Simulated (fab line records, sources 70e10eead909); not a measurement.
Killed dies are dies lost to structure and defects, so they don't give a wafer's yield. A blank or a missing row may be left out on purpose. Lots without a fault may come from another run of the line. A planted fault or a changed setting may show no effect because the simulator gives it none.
Which tool did it? | flow nand_harc | 24 lots, 72 wafers sampled, at 4 steps of a route of 1302

WHAT THE GAUGES READ, wafer by wafer
NHARC_A_CHANNEL_FILL_D1_THK_MEAS_06: measures by ellipsometry. Usual: thk_nm 5.1 nm, standard deviation 1.
lot  | measured     | on            | thk_nm (nm) | flag
L074 | day 10 22:16 | film_metro-02 | 3.8 5.3 5.5 |
L075 | day 10 22:16 | film_metro-01 | 5.2 4.9 5.0 |
L076 | day 11 15:54 | film_metro-02 | 7.1 5.2 7.3 |
L078 | day 11 22:48 | film_metro-02 | 6.4 4.9 5.5 |
L077 | day 11 22:49 | film_metro-01 | 4.4 4.6 6.9 |
L079 | day 12 17:26 | film_metro-02 | 2.7 6.3 4.1 |
L081 | day 13 01:08 | film_metro-02 | 3.5 3.8 3.8 |
L080 | day 13 01:08 | film_metro-01 | 6.6 6.1 3.4 |
L082 | day 13 17:01 | film_metro-02 | 6.8 3.5 4.8 |
L083 | day 14 05:06 | film_metro-02 | 6.0 4.7 4.0 |
L084 | day 14 23:54 | film_metro-02 | 5.0 6.0 4.6 |
L085 | day 15 02:59 | film_metro-01 | 3.6 3.4 6.3 |
L086 | day 15 10:56 | film_metro-02 | 6.1 4.4 6.4 |
L087 | day 16 06:59 | film_metro-01 | 5.7 5.7 5.7 |
L088 | day 16 15:11 | film_metro-01 | 4.4 5.3 5.0 |
L089 | day 16 15:11 | film_metro-01 | 6.1 5.0 4.1 |
L090 | day 17 05:13 | film_metro-02 | 4.8 5.3 4.2 |
L091 | day 17 10:12 | film_metro-02 | 5.1 4.7 4.9 |
L092 | day 18 17:47 | film_metro-01 | 4.0 6.0 4.9 |
L093 | day 18 11:32 | film_metro-01 | 5.4 4.2 5.6 |
L094 | day 18 22:55 | film_metro-01 | 6.1 3.1 5.1 |
L095 | day 19 08:31 | film_metro-01 | 4.6 4.5 2.6 |
L096 | day 19 08:31 | film_metro-02 | 3.9 3.7 5.7 |
L097 | day 19 21:03 | film_metro-01 | 5.0 5.1 5.5 |

WHICH TOOL RAN EACH LOT (tool, then ch and the chambers of the sampled wafers, then the start)
lot  | NHARC_P_BONDPAD_PVD_17                  | NHARC_A_CHANNEL_HOLE_D1_ETCH_39               | NHARC_A_CHANNEL_FILL_D1_ALD_03
L074 | pvd_sputter-02, day 10 22:16 or earlier | rie_diel-03 ch 1,2, day 10 22:16 or earlier   | ald_sin_batch-03 ch 0, day 10 22:16 or earlier
L075 | pvd_sputter-01, day 10 22:16 or earlier | rie_diel-04 ch 0,1, day 10 22:16 or earlier   | ald_sin_batch-03 ch 0, day 10 22:16 or earlier
L076 | pvd_sputter-03, day 11 15:54 or earlier | rie_diel-03 ch 0,1,3, day 11 15:54 or earlier | ald_sin_batch-01 ch 0, day 11 15:54 or earlier
L078 | pvd_sputter-02, day 11 22:48 or earlier | rie_diel-03 ch 0,3, day 11 22:48 or earlier   | ald_sin_batch-03 ch 0, day 11 22:48 or earlier
L077 | pvd_sputter-02, day 11 22:49 or earlier | rie_diel-04 ch 1,2, day 11 22:49 or earlier   | ald_sin_batch-03 ch 0, day 11 22:49 or earlier
L079 | pvd_sputter-02, day 12 17:26 or earlier | rie_diel-06 ch 1,2, day 12 17:26 or earlier   | ald_sin_batch-01 ch 0, day 12 17:26 or earlier
L081 | pvd_sputter-03, day 13 01:08 or earlier | rie_diel-03 ch 0,1,3, day 13 01:08 or earlier | ald_sin_batch-02 ch 0, day 13 01:08 or earlier
L080 | pvd_sputter-02, day 13 01:08 or earlier | rie_diel-06 ch 1,3, day 13 01:08 or earlier   | ald_sin_batch-02 ch 0, day 13 01:08 or earlier
L082 | pvd_sputter-03, day 13 17:01 or earlier | rie_diel-03 ch 1,3, day 13 17:01 or earlier   | ald_sin_batch-03 ch 0, day 13 17:01 or earlier
L083 | pvd_sputter-03, day 14 05:06 or earlier | rie_diel-06 ch 0,2, day 14 05:06 or earlier   | ald_sin_batch-03 ch 0, day 14 05:06 or earlier
L084 | pvd_sputter-02, day 14 23:54 or earlier | rie_diel-06 ch 0,2,3, day 14 23:54 or earlier | ald_sin_batch-03 ch 0, day 14 23:54 or earlier
L085 | pvd_sputter-03, day 15 02:59 or earlier | rie_diel-06 ch 1,2, day 15 02:59 or earlier   | ald_sin_batch-01 ch 0, day 15 02:59 or earlier
L086 | pvd_sputter-01, day 15 10:56 or earlier | rie_diel-03 ch 0,1,3, day 15 10:56 or earlier | ald_sin_batch-01 ch 0, day 15 10:56 or earlier
L087 | pvd_sputter-01, day 16 06:59 or earlier | rie_diel-03 ch 1,2,3, day 16 06:59 or earlier | ald_sin_batch-03 ch 0, day 16 06:59 or earlier
L088 | pvd_sputter-03, day 16 15:11 or earlier | rie_diel-04 ch 1,2,3, day 16 15:11 or earlier | ald_sin_batch-02 ch 0, day 16 15:11 or earlier
L089 | pvd_sputter-01, day 16 15:11 or earlier | rie_diel-03 ch 0,2,3, day 16 15:11 or earlier | ald_sin_batch-02 ch 0, day 16 15:11 or earlier
L090 | pvd_sputter-01, day 17 05:13 or earlier | rie_diel-03 ch 0,1,2, day 17 05:13 or earlier | ald_sin_batch-02 ch 0, day 17 05:13 or earlier
L091 | pvd_sputter-01, day 17 10:12 or earlier | rie_diel-03 ch 2,3, day 17 10:12 or earlier   | ald_sin_batch-01 ch 0, day 17 10:12 or earlier
L092 | pvd_sputter-03, day 18 17:47 or earlier | rie_diel-04 ch 0,2, day 18 17:47 or earlier   | ald_sin_batch-01 ch 0, day 18 17:47 or earlier
L093 | pvd_sputter-03, day 18 11:32 or earlier | rie_diel-03 ch 0,1, day 18 11:32 or earlier   | ald_sin_batch-01 ch 0, day 18 11:32 or earlier
L094 | pvd_sputter-03, day 18 22:55 or earlier | rie_diel-03 ch 0,3, day 18 22:55 or earlier   | ald_sin_batch-01 ch 0, day 18 22:55 or earlier
L095 | pvd_sputter-02, day 19 08:31 or earlier | rie_diel-03 ch 0,2,3, day 19 08:31 or earlier | ald_sin_batch-03 ch 0, day 19 08:31 or earlier
L096 | pvd_sputter-01, day 19 08:31 or earlier | rie_diel-03 ch 0,2,3, day 19 08:31 or earlier | ald_sin_batch-03 ch 0, day 19 08:31 or earlier
L097 | pvd_sputter-02, day 19 21:03 or earlier | rie_diel-03 ch 0,2,3, day 19 21:03 or earlier | ald_sin_batch-03 ch 0, day 19 21:03 or earlier
- NHARC_P_BONDPAD_PVD_17: deposits TaN, target thk 5 nm, time 8.06 s.
- NHARC_A_CHANNEL_HOLE_D1_ETCH_39: etches the open film in N2/H2, target depth 260 nm, time 325 s.
- NHARC_A_CHANNEL_FILL_D1_ALD_03: deposits SiNx, target thk 6 nm, pulse time 60 s, ald cycles 58.

WHAT THE TOOLS THEMSELVES READ (means of the sampled wafers that have a number; where no wafer has one, the mark that the record gives instead)
NHARC_P_BONDPAD_PVD_17. Usual: bias_v 168.6 V, standard deviation 1.5; throttle_valve_pct 29.6 %, standard deviation 0.87.
lot  | tool           | bias_v (V) | throttle_valve_pct (%) | flag
L074 | pvd_sputter-02 | 168.6      | 30.0                   |
L075 | pvd_sputter-01 | 167.2      | 29.0                   |
L076 | pvd_sputter-03 | 168.2      | 29.5                   |
L078 | pvd_sputter-02 | 168.7      | 30.3                   |
L077 | pvd_sputter-02 | 168.3      | 29.1                   |
L079 | pvd_sputter-02 | 168.1      | 30.1                   |
L081 | pvd_sputter-03 | 167.5      | 29.6                   |
L080 | pvd_sputter-02 | 169.0      | 28.5                   |
L082 | pvd_sputter-03 | 169.1      | 29.7                   |
L083 | pvd_sputter-03 | 169.3      | 29.3                   |
L084 | pvd_sputter-02 | 168.1      | 28.6                   |
L085 | pvd_sputter-03 | 168.4      | 29.4                   |
L086 | pvd_sputter-01 | 168.4      | 29.3                   |
L087 | pvd_sputter-01 | 170.6      | 29.3                   |
L088 | pvd_sputter-03 | 167.9      | 29.5                   |
L089 | pvd_sputter-01 | 168.2      | 29.4                   |
L090 | pvd_sputter-01 | 169.0      | 29.2                   |
L091 | pvd_sputter-01 | 167.0      | 29.3                   |
L092 | pvd_sputter-03 | 168.4      | 29.6                   |
L093 | pvd_sputter-03 | 169.3      | 29.8                   |
L094 | pvd_sputter-03 | 169.0      | 29.4                   |
L095 | pvd_sputter-02 | 167.0      | 29.0                   |
L096 | pvd_sputter-01 | 168.9      | 29.2                   |
L097 | pvd_sputter-02 | 169.3      | 29.4                   |

NHARC_A_CHANNEL_HOLE_D1_ETCH_39. Usual: drypump_motor_current_A 5.9 A, standard deviation 0.43; h2_flow_sccm 150.0 sccm, standard deviation 0.4; oes_product_au 1.000 a.u., standard deviation 0.013; rf_vpp_V 430.7 V, standard deviation 2.5; showerhead_plenum_p_Torr 2.05 Torr, standard deviation 0.089; throttle_valve_pct 14.170 %, standard deviation 0.0093.
lot  | tool        | drypump_motor_current_A (A) | h2_flow_sccm (sccm) | oes_product_au (a.u.) | rf_vpp_V (V) | showerhead_plenum_p_Torr (Torr) | throttle_valve_pct (%) | flag
L074 | rie_diel-03 | 6.4                         | 150.1               | 1.004                 | 429.7        | 2.03                            | 14.165                 |
L075 | rie_diel-04 | 5.7                         | 149.9               | 1.001                 | 428.6        | 1.96                            | 14.173                 |
L076 | rie_diel-03 | 5.7                         | 149.9               | 1.002                 | 430.8        | 2.07                            | 14.171                 |
L078 | rie_diel-03 | 5.6                         | 149.9               | 1.006                 | 432.1        | 2.11                            | 14.177                 |
L077 | rie_diel-04 | 5.8                         | 149.8               | 0.995                 | 426.5        | 1.91                            | 14.173                 |
L079 | rie_diel-06 | 5.8                         | 150.1               | 0.993                 | 429.2        | 2.00                            | 14.167                 |
L081 | rie_diel-03 | 5.7                         | 150.1               | 1.009                 | 432.1        | 2.07                            | 14.171                 |
L080 | rie_diel-06 | 6.5                         | 149.6               | 0.996                 | 434.9        | 2.17                            | 14.169                 |
L082 | rie_diel-03 | 5.6                         | 149.8               | 1.007                 | 432.1        | 2.08                            | 14.174                 |
L083 | rie_diel-06 | 5.6                         | 150.1               | 0.993                 | 430.9        | 2.04                            | 14.179                 |
L084 | rie_diel-06 | 5.7                         | 149.8               | 0.987                 | 429.3        | 2.04                            | 14.161                 |
L085 | rie_diel-06 | 5.8                         | 149.9               | 0.995                 | 429.7        | 1.99                            | 14.171                 |
L086 | rie_diel-03 | 5.7                         | 150.0               | 1.006                 | 431.3        | 2.07                            | 14.176                 |
L087 | rie_diel-03 | 6.0                         | 150.4               | 1.012                 | 429.6        | 2.05                            | 14.159                 |
L088 | rie_diel-04 | 6.0                         | 150.3               | 0.981                 | 427.3        | 1.90                            | 14.164                 |
L089 | rie_diel-03 | 5.9                         | 150.0               | 1.004                 | 432.6        | 2.09                            | 14.169                 |
L090 | rie_diel-03 | 6.1                         | 149.9               | 1.012                 | 430.6        | 2.05                            | 14.171                 |
L091 | rie_diel-03 | 5.8                         | 150.3               | 0.988                 | 432.4        | 2.09                            | 14.161                 |
L092 | rie_diel-04 | 5.8                         | 149.9               | 0.998                 | 431.4        | 2.07                            | 14.169                 |
L093 | rie_diel-03 | 5.9                         | 150.4               | 1.004                 | 430.4        | 2.02                            | 14.178                 |
L094 | rie_diel-03 | 5.6                         | 150.4               | 1.006                 | 432.2        | 2.11                            | 14.169                 |
L095 | rie_diel-03 | 5.9                         | 149.9               | 0.993                 | 431.4        | 2.08                            | 14.172                 |
L096 | rie_diel-03 | 5.9                         | 150.4               | 1.001                 | 431.1        | 2.08                            | 14.169                 |
L097 | rie_diel-03 | 5.9                         | 150.3               | 1.002                 | 431.1        | 2.08                            | 14.170                 |

NHARC_A_CHANNEL_FILL_D1_ALD_03. Usual: chamber_pressure_Torr 2.000 Torr, standard deviation 0.0047; precursor_pulse_height_rel 0.998, standard deviation 0.02.
lot  | tool             | chamber_pressure_Torr (Torr) | precursor_pulse_height_rel | flag
L074 | ald_sin_batch-03 | 2.007                        | 0.995                      |
L075 | ald_sin_batch-03 | 1.997                        | 0.986                      |
L076 | ald_sin_batch-01 | 1.997                        | 0.976                      |
L078 | ald_sin_batch-03 | 2.003                        | 0.981                      |
L077 | ald_sin_batch-03 | 2.000                        | 1.017                      |
L079 | ald_sin_batch-01 | 1.998                        | 1.011                      |
L081 | ald_sin_batch-02 | 2.001                        | 0.993                      |
L080 | ald_sin_batch-02 | 1.999                        | 0.995                      |
L082 | ald_sin_batch-03 | 1.996                        | 1.012                      |
L083 | ald_sin_batch-03 | 1.994                        | 1.002                      |
L084 | ald_sin_batch-03 | 2.003                        | 0.994                      |
L085 | ald_sin_batch-01 | 2.004                        | 1.004                      |
L086 | ald_sin_batch-01 | 2.000                        | 1.009                      |
L087 | ald_sin_batch-03 | 1.996                        | 1.000                      |
L088 | ald_sin_batch-02 | 1.995                        | 0.995                      |
L089 | ald_sin_batch-02 | 2.000                        | 1.016                      |
L090 | ald_sin_batch-02 | 2.001                        | 1.009                      |
L091 | ald_sin_batch-01 | 1.995                        | 0.999                      |
L092 | ald_sin_batch-01 | 2.000                        | 1.014                      |
L093 | ald_sin_batch-01 | 2.000                        | 1.001                      |
L094 | ald_sin_batch-01 | 2.005                        | 1.008                      |
L095 | ald_sin_batch-03 | 1.995                        | 0.987                      |
L096 | ald_sin_batch-03 | 2.001                        | 1.014                      |
L097 | ald_sin_batch-03 | 2.006                        | 0.997                      |

THE ANSWER, worked out from the rows above alone
Rule: a lot is off if the mean of its wafers that have a number lies more than 3 standard deviations from the usual mean. A lot without any number at a reading at which 4 lots or more have one is off too. The other lots that the step has rows for count as sound. The gauges are gone through in route order, then the tools' own readings, and for those a lot's mean is taken as printed above. The first step at which some lot is off is used, and at that step the reading that is off furthest; a lot without a number counts as furthest.
No lot is off at any reading shown: from this, nothing can be told.

WHAT THE SIMULATOR HAD PUT IN
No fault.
